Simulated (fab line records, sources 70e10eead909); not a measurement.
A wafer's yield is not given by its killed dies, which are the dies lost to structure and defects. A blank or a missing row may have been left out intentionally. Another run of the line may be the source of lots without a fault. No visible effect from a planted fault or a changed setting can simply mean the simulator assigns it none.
Problem report in the 8D (eight disciplines) form, filled by code / flow nand-harc / the parts of the form that need people (team, actions taken, sign-off) are left out

## 1. THE ISSUE
killed-at-array at NHARC_END_SORT_01 reads a mean of 569 on 3 wafers of 3 lots; wafers without a fault read 24 with a standard deviation of 7.4. That puts it +74 standard deviations away from the usual mean.
The first sign was on wafer L224.3 at day 22 14:46, on prober-01. The record has a number at this step for 7 wafers belonging to 3 lots. By rule, "out" or "out of limits" means more than 4 standard deviations away from the usual mean. Any other wafer with a number is counted as sound.

## 2. WHAT IT IS, AND WHAT IT ISN'T
question=which readings at this step | is=killed-at-array, killed-dies | is not=killed-at-periphery, killed-open, killed-short
question=which lots | is=L224, L227, L229 | is not=-
question=which wafers of those lots | is=L224.3, L227.3, L229.4 | is not=L224.2, L224.5, L227.1, L229.1
question=read on which gauges | is=prober-01, prober-02 | is not=-
question=when | is=from day 22 14:46 | is not=up to then (1 sound wafer); but 3 sound wafers of L224, L227, L229 came after

## 3. WHAT RULES OUT EACH SUSPECT
Counting: if a tool at a process step up to the reading ran every lot that is out, it stays a suspect. Sound lots after the first of them don't rule it out here, since some wafers of a struck lot are sound.
- ruled out: the gauge at NHARC_END_SORT_01. 2 gauges (prober-01, prober-02) read the wafers that are out.
- rie-diel-10 at NHARC_A_STAIRCASE_TRIM_229 (chemistry O2, time 211.2 s): kept. It ran every lot that is out, first L224 (day 14 08:51).
- rie-diel-10 at NHARC_A_STAIRCASE_ETCH_232 (etches the open film in C4F8/O2, target depth 100 nm, time 40.5 s): kept. It ran every lot that is out, first L224 (day 14 09:22). On those wafers its own readings are out: run-length-s.
- rie-diel-10 at NHARC_A_STAIRCASE_TRIM_235 (chemistry O2, time 211.2 s): kept. It ran every lot that is out, first L224 (day 22 13:58). NHARC_A_STAIRCASE_TRIM_235: start missing for some lots; hours and lot order therefore follow NHARC_END_SORT_01.
After the count, these remain: rie-diel-10 at NHARC_A_STAIRCASE_TRIM_229, rie-diel-10 at NHARC_A_STAIRCASE_ETCH_232 and rie-diel-10 at NHARC_A_STAIRCASE_TRIM_235.

## 4. THE CAUSE (what the simulator had put in)
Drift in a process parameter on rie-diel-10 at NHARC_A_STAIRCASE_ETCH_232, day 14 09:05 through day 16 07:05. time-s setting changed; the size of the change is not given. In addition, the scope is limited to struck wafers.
Of the 3 suspects that counting leaves, this tool is one.

## 5. THE CHAIN OF EFFECTS, in route order
Each row: a reading where the mean over the struck wafers with a number is more than 3 standard deviations away from the usual. Scope: only readings with a usual standard deviation given in the record; hours: median across lots of the time from each lot's start at the first step in this table that gives one to its start at this step; sigmas: change in usual standard deviations.
hours=0; step=NHARC_A_STAIRCASE_ETCH_232; reading=run-length-s; usual=62.1 s; on struck wafers=72.7; change=+10.6; sigmas=+32
hours=198; step=NHARC_END_SORT_01; reading=killed-at-array; usual=24; on struck wafers=569; change=+545; sigmas=+74
hours=198; step=NHARC_END_SORT_01; reading=killed-dies; usual=28; on struck wafers=574; change=+546; sigmas=+68
It contains these process steps:
- NHARC_A_STAIRCASE_ETCH_232: etches the open film in C4F8/O2, target depth 100 nm, time 40.5 s.

## 6. HOW IT WOULD HAVE BEEN CAUGHT EARLIER
Counted from the fault's start at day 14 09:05, it took 198 hours until the first out-of-limits reading at a measuring or inspecting step in this record, taken at day 22 14:46.
The tool's own readings at NHARC_A_STAIRCASE_ETCH_232 were out on every struck wafer that the step has a row for (run-length-s): an alarm limit on them would have fired on the first of those.
Each of the lots that are out, 3 in all, had begun NHARC_A_STAIRCASE_ETCH_232 on rie-diel-10 no later than day 22 14:46. Holding the tool at that point would not have protected any of them.
